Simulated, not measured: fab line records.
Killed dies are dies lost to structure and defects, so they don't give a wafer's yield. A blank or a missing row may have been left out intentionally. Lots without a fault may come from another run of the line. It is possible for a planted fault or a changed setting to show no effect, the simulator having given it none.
Matching of chambers -- flow n5 finfet -- N5_BEOL_M0_CUTY_ETCH_63 on rie diel-06 has 4 sister chambers
The step etches SOC in N2/H2, target depth 82.7 nm, overetch 16.5 nm, time 124 s. 4 wafers are shown with their chamber, then 8 later ones without.

== EACH WAFER AND ITS CHAMBER ==
wafer,chamber,showerhead plenum p Torr (Torr)
L080.2,1,2.61
L084.3,3,2.65
L084.5,0,2.46
L091.1,2,2.57

== WAFERS MISSING THEIR CHAMBER ==
wafer,showerhead plenum p Torr (Torr)
L091.2,2.60
L091.4,2.46
L095.1,2.64
L095.3,2.59
L095.6,2.45
L097.1,2.45
L097.3,2.56
L097.6,2.64

== WHICH CHAMBER EACH WENT THROUGH ==
wafer,from the rows above,in truth
L091.2,can't be placed: 1 or 2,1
L091.4,0,0
L095.1,can't be placed: 3 or 1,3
L095.3,can't be placed: 1 or 2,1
L095.6,0,0
L097.1,0,0
L097.3,2,2
L097.6,can't be placed: 3 or 1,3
Placed correctly: 4 of 8. These rows do not allow placing 4 (true chamber among the candidates in 4). Placed wrongly: 0.
How it was worked out, from the rows above alone: a wafer's distance from a chamber is the root of the sum, over the readings, of the square of ((its reading less the chamber's mean) divided by the reading's scatter). The wafer belongs to the nearest chamber; if the next one is less than 2 further off, it can't be placed. Each chamber's mean is taken over the wafers shown for it. The scatter (one wafer shown for each chamber): square how far every hidden wafer sits from the nearest shown wafer, average those squares and take the square root.
